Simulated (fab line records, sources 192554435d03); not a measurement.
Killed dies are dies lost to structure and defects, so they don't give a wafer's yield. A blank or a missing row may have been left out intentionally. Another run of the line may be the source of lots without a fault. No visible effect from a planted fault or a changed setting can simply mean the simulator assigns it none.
fab line records	flow n5-finfet
record lots=7	wafers=39
route steps=1938 shown BEOL_M9@1401 BEOL_M11@1536 BEOL_M13@1659
start-h: the number of hours between the record's first day and the start of the first shown wafer of the lot	wait-h: hours from the lot's prior step to this one	" the same as in the row above	L1.1+2: one row covering several wafers at once	- no value present, or no start provided	* or withheld: withheld	< > ~ a bound
route shown NAME@n: NAME is a module with steps in the file, n the number in the route of the first one	usual: the fault-free wafers' mean and standard deviation	same: alike in all rows	chamber/n: place in a boat	sites: each site's reading	_std_site: the values' standard deviation	_edge_site: the outer-site mean with the inner-site mean subtracted	radius-mm: how far each site lies from the wafer's centre	mask NAME#n: copy n	behind: the most recent tool/chamber to have shaped the wafer	hold: the reason the lot was held/the length of the hold in hours/how it ended	device: transistor that didn't switch, given as n, p or np	end of line: tests run on the same wafers once the route is complete	a step given without rows: its recipe and nothing more	killed: the dies lost at the first sort to structure and to defects; this is not the yield of the wafer	map: the dies of a wafer, with x for killed, . for not killed, _ for no die there
set.NAME: setting as actually run; set.NAME@STEP: the setting as run at that earlier step	model.NAME: the simulator's own value behind a step, which no gauge read
lots whose settings were changed on purpose; a table a step, a row a wafer
## steps
# step N5_BEOL_M9_ILD_DEP_00
# recipe material=SiCOH_lowk	target-thk-a=3085.1	temp-c=300	precursor=DEMS/porogen	pressure-torr=5	rf-w=500	time-s=58
lot.wafer	tool	chamber	start-h	wait-h	set.target-thk-a	model.SiCOH_lowk_of_BEOL_M9_ILD_DEP_00.thk-nm
L076.1	pecvd-01	0	240.76	0.0	3085.1	304.8
L076.2+6	"	2,1	"	"	3085.1	304.2
L076.3	"	1	"	"	1467	143.6
L076.4	"	2	"	"	1467	140
L076.5	"	0	"	"	1467	145
L074.1	pecvd-01	0	244.05	0.0	2117	211
L074.2	"	1	"	"	2117	209.6
L074.3	"	2	"	"	2117	213.6
L074.4	"	0	"	"	3085.1	314
L074.5	"	1	"	"	3085.1	311.4
L074.6	"	2	"	"	3085.1	309
L082.1	pecvd-04	2	281.76	0.0	3085.1	302.8
L082.4	"	2	"	"	3085.1	306.8
L082.6	"	0	"	"	3085.1	309.2
L086.1	pecvd-01	1	314.38	0.0	3085.1	309.6
L086.2	"	0	"	"	3085.1	315
L086.3	"	2	"	"	3085.1	305
L086.4	"	0	"	"	3085.1	315.8
L086.5	"	2	"	"	3085.1	313.8
L086.6	"	1	"	"	3085.1	316.8
L088.1	pecvd-02	0	346.81	0.0	3928	391.2
L088.2	"	2	"	"	3085.1	307.8
L088.3	"	2	"	"	3085.1	305
L088.4	"	0	"	"	3085.1	311.4
L088.5	"	2	"	"	3928	397.2
L088.6	"	0	"	"	3928	399
L094.1	pecvd-02	0	358.22	0.0	3085.1	305.6
L094.2	"	1	"	"	3085.1	304.4
L094.3	"	2	"	"	4349	425.2
L094.4	"	2	"	"	4349	436.2
L094.5	"	1	"	"	4349	434.4
L094.6	"	0	"	"	3085.1	310.2
L095.1	pecvd-04	1	371.61	0.0	3085.1	309.2
L095.2	"	2	"	"	3085.1	303.4
L095.3	"	0	"	"	3085.1	310.4
L095.4	"	2	"	"	3085.1	310.2
L095.5	"	1	"	"	3085.1	313.8
L095.6	"	0	"	"	3085.1	315.4
# step N5_BEOL_M9_CURE_71
# recipe temp-c=385	time-s=240	ambient=He/Ar	material=SiCOH_lowk
lot.wafer	tool	chamber	start-h	wait-h	set.target-thk-a@BEOL_M9_ILD_DEP_00	model.SiCOH_lowk_of_BEOL_M9_ILD_DEP_00.thk-nm
L076.1	uv-cure-02	1	240.84	0.0	3085.1	264.8
L076.2+6	"	1	"	"	3085.1	264.2
L076.3	"	1	"	"	1467	123.4
L076.4	"	1	"	"	1467	120.4
L076.5	"	1	"	"	1467	124.8
L074.1	uv-cure-02	0	244.13	0.0	2117	182.2
L074.2	"	0	"	"	2117	181.2
L074.3	"	0	"	"	2117	184.6
L074.4	"	0	"	"	3085.1	272.8
L074.5	"	0	"	"	3085.1	270.6
L074.6	"	0	"	"	3085.1	268.4
L082.1	uv-cure-02	2	281.84	0.0	3085.1	263
L082.4	"	2	"	"	3085.1	266.6
L082.6	"	2	"	"	3085.1	268.6
L086.1	uv-cure-02	2	314.46	0.0	3085.1	269
L086.2	"	2	"	"	3085.1	273.8
L086.3	"	2	"	"	3085.1	264.8
L086.4	"	2	"	"	3085.1	274.4
L086.5	"	2	"	"	3085.1	272.6
L086.6	"	2	"	"	3085.1	275.2
L088.1	uv-cure-01	2	346.91	0.1	3928	341.4
L088.2	"	2	"	"	3085.1	267.4
L088.3	"	2	"	"	3085.1	264.8
L088.4	"	2	"	"	3085.1	270.4
L088.5	"	2	"	"	3928	346.8
L088.6	"	2	"	"	3928	348.4
L094.1	uv-cure-02	1	358.30	0.0	3085.1	265.4
L094.2	"	1	"	"	3085.1	264.4
L094.3	"	1	"	"	4349	371.8
L094.4	"	1	"	"	4349	381.8
L094.5	"	1	"	"	4349	380
L094.6	"	1	"	"	3085.1	269.6
L095.1	uv-cure-01	0	371.69	0.0	3085.1	268.6
L095.2	"	0	"	"	3085.1	263.6
L095.3	"	0	"	"	3085.1	269.6
L095.4	"	0	"	"	3085.1	269.4
L095.5	"	0	"	"	3085.1	272.6
L095.6	"	0	"	"	3085.1	274
# step N5_BEOL_M9_THK_MEAS_01
# recipe reads=SiCOH_lowk_of_BEOL_M9_ILD_DEP_00
# usual M9_ILD_THK=269/3.5
lot.wafer	tool	chamber	start-h	wait-h	set.target-thk-a@BEOL_M9_ILD_DEP_00	M9_ILD_THK[nm]
L076.1	film-metro-01	-	241.83	0.8	3085.1	265
L076.2	"	-	"	"	3085.1	264
L076.3	"	-	"	"	1467	123
L076.4	"	-	"	"	1467	120
L076.5	"	-	"	"	1467	125
L076.6	"	-	"	"	3085.1	264
L074.1	film-metro-01	-	245.12	0.8	2117	182
L074.2	"	-	"	"	2117	181
L074.3	"	-	"	"	2117	184
L074.4	"	-	"	"	3085.1	273
L074.5	"	-	"	"	3085.1	271
L074.6	"	-	"	"	3085.1	268
L082.1	film-metro-01	-	282.35	0.4	3085.1	263
L082.4	"	-	"	"	3085.1	267
L082.6	"	-	"	"	3085.1	269
L086.1	film-metro-01	-	314.97	0.4	3085.1	269
L086.2	"	-	"	"	3085.1	274
L086.3	"	-	"	"	3085.1	265
L086.4	"	-	"	"	3085.1	274
L086.5	"	-	"	"	3085.1	273
L086.6	"	-	"	"	3085.1	275
L088.1	film-metro-01	-	347.42	0.4	3928	342
L088.2	"	-	"	"	3085.1	267
L088.3	"	-	"	"	3085.1	265
L088.4	"	-	"	"	3085.1	271
L088.5	"	-	"	"	3928	347
L088.6	"	-	"	"	3928	348
L094.1	film-metro-01	-	358.82	0.4	3085.1	266
L094.2	"	-	"	"	3085.1	264
L094.3	"	-	"	"	4349	372
L094.4	"	-	"	"	4349	382
L094.5	"	-	"	"	4349	380
L094.6	"	-	"	"	3085.1	270
L095.1	film-metro-01	-	372.20	0.4	3085.1	268
L095.2	"	-	"	"	3085.1	263
L095.3	"	-	"	"	3085.1	270
L095.4	"	-	"	"	3085.1	269
L095.5	"	-	"	"	3085.1	273
L095.6	"	-	"	"	3085.1	274
# step N5_BEOL_M11_ILD_DEP_00
# recipe material=SiCOH_lowk	target-thk-a=3085.1	temp-c=300	precursor=DEMS/porogen	pressure-torr=5	rf-w=500	time-s=58
lot.wafer	tool	chamber	start-h	wait-h	set.target-thk-a	model.SiCOH_lowk_of_BEOL_M11_ILD_DEP_00.thk-nm
L076.1	pecvd-02	2	258.53	0.0	3085.1	306.8
L076.2	"	1	"	"	3085.1	303.2
L076.3	"	0	"	"	3085.1	304.4
L076.4	"	2	"	"	2377	238.6
L076.5	"	1	"	"	2377	235.8
L076.6	"	0	"	"	2377	236.4
L074.1	pecvd-01	0	262.37	0.0	3813	383
L074.2	"	2	"	"	3085.1	308
L074.3	"	1	"	"	3813	377.4
L074.4	"	1	"	"	3085.1	313.6
L074.5	"	2	"	"	3813	384.4
L074.6	"	0	"	"	3085.1	313.8
L082.1	pecvd-03	0	299.80	0.0	3085.1	306
L082.4	"	2	"	"	3085.1	307
L082.6	"	0	"	"	3085.1	310.6
L086.1	pecvd-02	0	334.00	0.0	3085.1	305
L086.2	"	2	"	"	3085.1	307.4
L086.3	"	0	"	"	3085.1	310.4
L086.4	"	2	"	"	3085.1	311
L086.5	"	0	"	"	3085.1	308.4
L086.6	"	2	"	"	3085.1	309
L088.1	pecvd-01	1	365.57	0.0	4161	408.2
L088.2	"	2	"	"	3085.1	306.4
L088.3	"	0	"	"	4161	410.8
L088.4	"	0	"	"	4161	420.4
L088.5	"	1	"	"	3085.1	309.4
L088.6	"	2	"	"	3085.1	315
L094.1	pecvd-03	1	376.88	0.0	2203	218.4
L094.2	"	0	"	"	2203	222
L094.3	"	2	"	"	2203	217.6
L094.4	"	0	"	"	3085.1	312.6
L094.5	"	1	"	"	3085.1	307.4
L094.6	"	2	"	"	3085.1	311.2
L095.1	pecvd-03	2	386.96	0.0	3085.1	302
L095.2	"	0	"	"	3085.1	308
L095.3	"	0	"	"	3085.1	309.6
L095.4	"	2	"	"	2454	246.2
L095.5	"	2	"	"	2454	246
L095.6	"	0	"	"	2454	246.8
# step N5_BEOL_M11_CURE_71
# recipe temp-c=385	time-s=240	ambient=He/Ar	material=SiCOH_lowk
lot.wafer	tool	chamber	start-h	wait-h	set.target-thk-a@BEOL_M11_ILD_DEP_00	model.SiCOH_lowk_of_BEOL_M11_ILD_DEP_00.thk-nm
L076.1	uv-cure-01	2	258.61	0.0	3085.1	266.4
L076.2	"	2	"	"	3085.1	263.4
L076.3	"	2	"	"	3085.1	264.4
L076.4	"	2	"	"	2377	206.4
L076.5	"	2	"	"	2377	204
L076.6	"	2	"	"	2377	204.6
L074.1	uv-cure-02	2	262.45	0.0	3813	334
L074.2	"	2	"	"	3085.1	267.4
L074.3	"	2	"	"	3813	329.2
L074.4	"	2	"	"	3085.1	272.6
L074.5	"	2	"	"	3813	335.4
L074.6	"	2	"	"	3085.1	272.8
L082.1	uv-cure-01	1	299.88	0.0	3085.1	265.8
L082.4	"	1	"	"	3085.1	266.6
L082.6	"	1	"	"	3085.1	270
L086.1	uv-cure-01	2	334.10	0.1	3085.1	265
L086.2	"	2	"	"	3085.1	267
L086.3	"	2	"	"	3085.1	269.6
L086.4	"	2	"	"	3085.1	270.2
L086.5	"	2	"	"	3085.1	267.8
L086.6	"	2	"	"	3085.1	268.4
L088.1	uv-cure-02	1	365.65	0.0	4161	356.6
L088.2	"	1	"	"	3085.1	266.2
L088.3	"	1	"	"	4161	358.8
L088.4	"	1	"	"	4161	367.4
L088.5	"	1	"	"	3085.1	268.8
L088.6	"	1	"	"	3085.1	273.8
L094.1	uv-cure-02	0	376.96	0.0	2203	188.8
L094.2	"	0	"	"	2203	191.8
L094.3	"	0	"	"	2203	188.2
L094.4	"	0	"	"	3085.1	271.6
L094.5	"	0	"	"	3085.1	267.2
L094.6	"	0	"	"	3085.1	270.4
L095.1	uv-cure-02	0	387.06	0.1	3085.1	262.2
L095.2	"	0	"	"	3085.1	267.4
L095.3	"	0	"	"	3085.1	269
L095.4+5	"	0	"	"	2454	213
L095.6	"	0	"	"	2454	213.6
# step N5_BEOL_M11_THK_MEAS_01
# recipe reads=SiCOH_lowk_of_BEOL_M11_ILD_DEP_00
# usual M11_ILD_THK=268/3.4
lot.wafer	tool	chamber	start-h	wait-h	set.target-thk-a@BEOL_M11_ILD_DEP_00	M11_ILD_THK[nm]
L076.1	film-metro-01	-	259.12	0.4	3085.1	267
L076.2	"	-	"	"	3085.1	263
L076.3	"	-	"	"	3085.1	264
L076.4	"	-	"	"	2377	206
L076.5	"	-	"	"	2377	204
L076.6	"	-	"	"	2377	204
L074.1	film-metro-01	-	262.96	0.4	3813	334
L074.2	"	-	"	"	3085.1	268
L074.3	"	-	"	"	3813	329
L074.4	"	-	"	"	3085.1	272
L074.5	"	-	"	"	3813	335
L074.6	"	-	"	"	3085.1	273
L082.1	film-metro-01	-	300.87	0.8	3085.1	266
L082.4	"	-	"	"	3085.1	266
L082.6	"	-	"	"	3085.1	270
L086.1	film-metro-02	-	334.61	0.4	3085.1	265
L086.2	"	-	"	"	3085.1	267
L086.3	"	-	"	"	3085.1	269
L086.4	"	-	"	"	3085.1	270
L086.5	"	-	"	"	3085.1	268
L086.6	"	-	"	"	3085.1	268
L088.1	film-metro-02	-	366.17	0.4	4161	357
L088.2	"	-	"	"	3085.1	266
L088.3	"	-	"	"	4161	359
L088.4	"	-	"	"	4161	367
L088.5	"	-	"	"	3085.1	269
L088.6	"	-	"	"	3085.1	274
L094.1	film-metro-01	-	377.47	0.4	2203	189
L094.2	"	-	"	"	2203	192
L094.3	"	-	"	"	2203	188
L094.4	"	-	"	"	3085.1	272
L094.5	"	-	"	"	3085.1	267
L094.6	"	-	"	"	3085.1	270
L095.1	film-metro-01	-	387.58	0.4	3085.1	262
L095.2	"	-	"	"	3085.1	267
L095.3	"	-	"	"	3085.1	269
L095.4	"	-	"	"	2454	213
L095.5	"	-	"	"	2454	213
L095.6	"	-	"	"	2454	214
# step N5_BEOL_M13_ILD_DEP_00
# recipe material=SiOC	target-thk-a=8379.2	temp-c=350	precursor=DEMS/O2	pressure-torr=5	rf-w=500	time-s=166.4
lot.wafer	tool	chamber	start-h	wait-h	set.target-thk-a	model.SiOC_of_BEOL_M13_ILD_DEP_00.thk-nm
L076.1	pecvd-01	2	271.52	0.0	4532	446.6
L076.2	"	1	"	"	8379.2	842.6
L076.3	"	0	"	"	4532	455.8
L076.4	"	2	"	"	8379.2	838.8
L076.5	"	0	"	"	8379.2	849.4
L076.6	"	1	"	"	4532	459.8
L074.1	pecvd-04	0	276.20	0.0	13130	1308
L074.2	"	1	"	"	8379.2	845.4
L074.3	"	2	"	"	8379.2	830.4
L074.4	"	1	"	"	13130	1344
L074.5	"	2	"	"	13130	1328
L074.6	"	0	"	"	8379.2	835.6
L082.1	pecvd-01	0	315.29	0.0	8379.2	834.4
L082.4	"	1	"	"	8379.2	844.4
L082.6	"	0	"	"	8379.2	841.4
L086.1	pecvd-04	1	348.09	0.0	6489	639.8
L086.2	"	2	"	"	6489	633
L086.3	"	0	"	"	6489	645.8
L086.4	"	0	"	"	8379.2	843.4
L086.5	"	1	"	"	8379.2	837.8
L086.6	"	2	"	"	8379.2	839.8
L088.1	pecvd-01	1	379.10	0.0	8379.2	847
L088.2	"	2	"	"	8379.2	843
L088.3	"	0	"	"	3461	355.2
L088.4	"	0	"	"	3461	367.4
L088.5	"	2	"	"	8379.2	860
L088.6	"	1	"	"	3461	353.6
L094.1	pecvd-02	2	398.81	0.0	8379.2	832.8
L094.2	"	1	"	"	6556	638
L094.3	"	0	"	"	6556	641.4
L094.4	"	0	"	"	8379.2	844.2
L094.5	"	2	"	"	8379.2	836.6
L094.6	"	1	"	"	6556	651.4
L095.1	pecvd-04	2	404.36	0.0	8379.2	836.6
L095.2	"	0	"	"	8379.2	824.6
L095.3	"	2	"	"	8379.2	840.2
L095.4	"	0	"	"	8379.2	833.4
L095.5	"	2	"	"	8379.2	845.8
L095.6	"	0	"	"	8379.2	843.4
# step N5_BEOL_M13_THK_MEAS_01
# recipe reads=SiOC_of_BEOL_M13_ILD_DEP_00
# usual M13_ILD_THK=836/10
lot.wafer	tool	chamber	start-h	wait-h	set.target-thk-a@BEOL_M13_ILD_DEP_00	M13_ILD_THK[nm]
L076.1	film-metro-02	-	271.67	0.1	4532	447
L076.2	"	-	"	"	8379.2	842
L076.3	"	-	"	"	4532	456
L076.4	"	-	"	"	8379.2	839
L076.5	"	-	"	"	8379.2	850
L076.6	"	-	"	"	4532	460
L074.1	film-metro-01	-	276.35	0.1	13130	1309
L074.2	"	-	"	"	8379.2	845
L074.3	"	-	"	"	8379.2	830
L074.4	"	-	"	"	13130	1343
L074.5	"	-	"	"	13130	1328
L074.6	"	-	"	"	8379.2	836
L082.1	film-metro-01	-	315.44	0.1	8379.2	834
L082.4	"	-	"	"	8379.2	844
L082.6	"	-	"	"	8379.2	842
L086.1	film-metro-02	-	348.24	0.1	6489	639
L086.2	"	-	"	"	6489	633
L086.3	"	-	"	"	6489	646
L086.4	"	-	"	"	8379.2	843
L086.5	"	-	"	"	8379.2	838
L086.6	"	-	"	"	8379.2	840
L088.1	film-metro-02	-	379.25	0.1	8379.2	847
L088.2	"	-	"	"	8379.2	843
L088.3	"	-	"	"	3461	355
L088.4	"	-	"	"	3461	367
L088.5	"	-	"	"	8379.2	860
L088.6	"	-	"	"	3461	354
L094.1	film-metro-02	-	398.96	0.1	8379.2	833
L094.2	"	-	"	"	6556	638
L094.3	"	-	"	"	6556	642
L094.4	"	-	"	"	8379.2	844
L094.5	"	-	"	"	8379.2	837
L094.6	"	-	"	"	6556	652
L095.1	film-metro-02	-	404.57	0.2	8379.2	838
L095.2	"	-	"	"	8379.2	824
L095.3	"	-	"	"	8379.2	841
L095.4	"	-	"	"	8379.2	834
L095.5	"	-	"	"	8379.2	846
L095.6	"	-	"	"	8379.2	844
# step N5_BEOL_M13_COAT_58
# recipe resist=BARC	temp-c=205	time-s=60	spin-rpm=1500	resist-thk-nm=89
# step N5_BEOL_M13_COAT_04
# recipe spin-rpm=1625	resist-thk-nm=400
# step N5_BEOL_M13_DESCUM_15
# recipe chemistry=O2	time-s=7.9	source-power-w=50	bias-power-w=20	pressure-mtorr=20	rf-frequency-hz=2.712e+07	temp-c=40	o2-flow-sccm=225
# step N5_BEOL_M13_ETCH_59
# recipe chemistry=N2/H2	target=BARC	target-depth-a=890	overetch-a=267	time-s=67.9	ion-energy-ev=200	pressure-mtorr=30	source-w=840	bias-w=150	n2-flow-sccm=200	h2-flow-sccm=200
# step N5_BEOL_M13_VIA_ETCH_16
# recipe chemistry=C4F8/O2/Ar	target=SiOC	pressure-mtorr=30	source-w=3000	bias-w=700	Ar_flow_sccm=400	C4F8_flow_sccm=15	O2_flow_sccm=8	he-inner-torr=15	he-outer-torr=30	target-depth-a=9217	time-s=withheld	ion-energy-ev=250	ends=cleared
lot.wafer	tool	chamber	start-h	wait-h	set.target-thk-a@BEOL_M13_ILD_DEP_00	model.etch.depth-nm	model.coat_of_BEOL_M13_COAT_04.thk-nm
L076.1	rie-diel-02	0	272.31	0.0	4532	446.6	189.4
L076.2	"	3	"	"	8379.2	842.5	69.4
L076.3	"	1	"	"	4532	455.8	184.8
L076.4	"	2	"	"	8379.2	838.9	73.2
L076.5	"	0	"	"	8379.2	849.4	71.8
L076.6	"	1	"	"	4532	459.9	184.8
L074.1	rie-diel-02	1	277.06	0.0	13130	1308	0
L074.2	"	2	"	"	8379.2	845.3	71.2
L074.3	"	0	"	"	8379.2	830.3	75.6
L074.4	"	3	"	"	13130	1344	0
L074.5	"	3	"	"	13130	1328	0
L074.6	"	2	"	"	8379.2	835.7	75.4
L082.1	rie-diel-02	1	316.04	0.0	8379.2	834.3	72.2
L082.4	"	3	"	"	8379.2	844.5	67.8
L082.6	"	0	"	"	8379.2	841.4	71.8
L086.1	rie-diel-01	0	348.98	0.0	6489	639.7	128.4
L086.2	"	2	"	"	6489	633	129
L086.3	"	3	"	"	6489	645.8	127.2
L086.4	"	1	"	"	8379.2	843.3	67.8
L086.5	"	0	"	"	8379.2	837.8	69.2
L086.6	"	3	"	"	8379.2	839.8	69
L088.1	rie-diel-02	2	379.87	0.0	8379.2	847	68.6
L088.2	"	1	"	"	8379.2	843.1	68.6
L088.3	"	3	"	"	3461	355.2	208.6
L088.4	"	0	"	"	3461	367.4	210.2
L088.5	"	2	"	"	8379.2	859.9	64.8
L088.6	"	1	"	"	3461	353.7	212.2
L094.1	rie-diel-01	3	399.44	0.0	8379.2	832.9	73.4
L094.2	"	1	"	"	6556	638	129.8
L094.3	"	2	"	"	6556	641.4	125.8
L094.4	"	0	"	"	8379.2	844.3	69.2
L094.5	"	3	"	"	8379.2	836.5	71.6
L094.6	"	2	"	"	6556	651.5	123.8
L095.1	rie-diel-02	2	405.18	0.0	8379.2	836.7	73.4
L095.2	"	0	"	"	8379.2	824.5	75.4
L095.3	"	3	"	"	8379.2	840.3	68.2
L095.4	"	1	"	"	8379.2	833.4	71.8
L095.5	"	0	"	"	8379.2	845.7	68.8
L095.6	"	3	"	"	8379.2	843.4	66.8
# step N5_BEOL_M13_STRIP_63
# recipe chemistry=N2/H2	power-w=1000	temp-c=250	h2-frac=0.65	overash-fraction=0.3	pressure-mtorr=1000	n2-flow-sccm=1750	h2-flow-sccm=3250
# usual oes-product-au=0.674/0.0048	strip-time-to-endpoint-s=28.1/1
lot.wafer	tool	chamber	start-h	wait-h	set.target-thk-a@BEOL_M13_ILD_DEP_00	oes-product-au	strip-time-to-endpoint-s
L076.1	plasma-asher-01	1	272.55	-	4532	0.749	59.9
L076.2	"	0	"	"	8379.2	0.669	27.5
L076.3	"	1	"	"	4532	0.743	58.7
L076.4	"	0	"	"	8379.2	0.679	28.6
L076.5	"	1	"	"	8379.2	0.673	28.2
L076.6	"	0	"	"	4532	0.746	58.7
L074.1	plasma-asher-02	1	277.30	-	13130	0.233	0.0
L074.2	"	0	"	"	8379.2	0.674	28.0
L074.3	"	1	"	"	8379.2	0.676	29.3
L074.4	"	0	"	"	13130	0.235	0.0
L074.5	"	1	"	"	13130	0.237	0.0
L074.6	"	0	"	"	8379.2	0.685	29.2
L082.1	plasma-asher-02	0	316.28	-	8379.2	0.676	28.3
L082.4	"	1	"	"	8379.2	0.672	27.1
L082.6	"	0	"	"	8379.2	0.674	28.2
L086.1	plasma-asher-02	1	349.22	-	6489	0.694	44.0
L086.2	"	0	"	"	6489	0.689	44.1
L086.3	"	1	"	"	6489	0.696	43.6
L086.4	"	0	"	"	8379.2	0.670	27.0
L086.5	"	0	"	"	8379.2	0.671	27.4
L086.6	"	1	"	"	8379.2	0.666	27.4
L088.1	plasma-asher-02	0	380.10	-	8379.2	0.673	27.3
L088.2	"	1	"	"	8379.2	0.673	27.2
L088.3	"	1	"	"	3461	0.801	64.8
L088.4	"	0	"	"	3461	0.805	65.3
L088.5	"	1	"	"	8379.2	0.667	26.1
L088.6	"	0	"	"	3461	0.804	65.8
L094.1	plasma-asher-01	1	399.68	-	8379.2	0.678	28.7
L094.2	"	0	"	"	6556	0.699	44.3
L094.3	"	1	"	"	6556	0.695	43.2
L094.4	"	0	"	"	8379.2	0.671	27.4
L094.5	"	0	"	"	8379.2	0.670	28.1
L094.6	"	1	"	"	6556	0.687	42.7
L095.1	plasma-asher-02	0	405.41	-	8379.2	0.680	28.7
L095.2	"	1	"	"	8379.2	0.674	29.2
L095.3	"	0	"	"	8379.2	0.679	27.1
L095.4	"	1	"	"	8379.2	0.671	28.2
L095.5	"	0	"	"	8379.2	0.676	27.3
L095.6	"	1	"	"	8379.2	0.672	26.7
## key
split step=N5_BEOL_M9_ILD_DEP_00	setting=target-thk-a	stated=3085.1	by=wafer
response step=N5_BEOL_M9_ILD_DEP_00	reading=model.SiCOH_lowk_of_BEOL_M9_ILD_DEP_00.thk-nm	change=+3.11	per=1%	r=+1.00
response step=N5_BEOL_M9_CURE_71	reading=model.SiCOH_lowk_of_BEOL_M9_ILD_DEP_00.thk-nm	change=+2.74	per=1%	r=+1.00
response step=N5_BEOL_M9_THK_MEAS_01	reading=M9_ILD_THK	change=+2.74	per=1%	r=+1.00
split step=N5_BEOL_M11_ILD_DEP_00	setting=target-thk-a	stated=3085.1	by=wafer
response step=N5_BEOL_M11_ILD_DEP_00	reading=model.SiCOH_lowk_of_BEOL_M11_ILD_DEP_00.thk-nm	change=+3.01	per=1%	r=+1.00
response step=N5_BEOL_M11_CURE_71	reading=model.SiCOH_lowk_of_BEOL_M11_ILD_DEP_00.thk-nm	change=+2.66	per=1%	r=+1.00
response step=N5_BEOL_M11_THK_MEAS_01	reading=M11_ILD_THK	change=+2.66	per=1%	r=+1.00
split step=N5_BEOL_M13_ILD_DEP_00	setting=target-thk-a	stated=8379.2	by=wafer
response step=N5_BEOL_M13_ILD_DEP_00	reading=model.SiOC_of_BEOL_M13_ILD_DEP_00.thk-nm	change=+8.54	per=1%	r=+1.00
response step=N5_BEOL_M13_THK_MEAS_01	reading=M13_ILD_THK	change=+8.54	per=1%	r=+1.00
response step=N5_BEOL_M13_VIA_ETCH_16	reading=model.etch.depth-nm	change=+8.54	per=1%	r=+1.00
response step=N5_BEOL_M13_VIA_ETCH_16	reading=model.coat_of_BEOL_M13_COAT_04.thk-nm	change=-2.09	per=1%	r=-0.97
response step=N5_BEOL_M13_STRIP_63	reading=oes-product-au	shape=bent	at-lowest=0.803	at-stated=0.674	at-highest=0.235
response step=N5_BEOL_M13_STRIP_63	reading=strip-time-to-endpoint-s	shape=bent	at-lowest=*	at-stated=*	at-highest=*
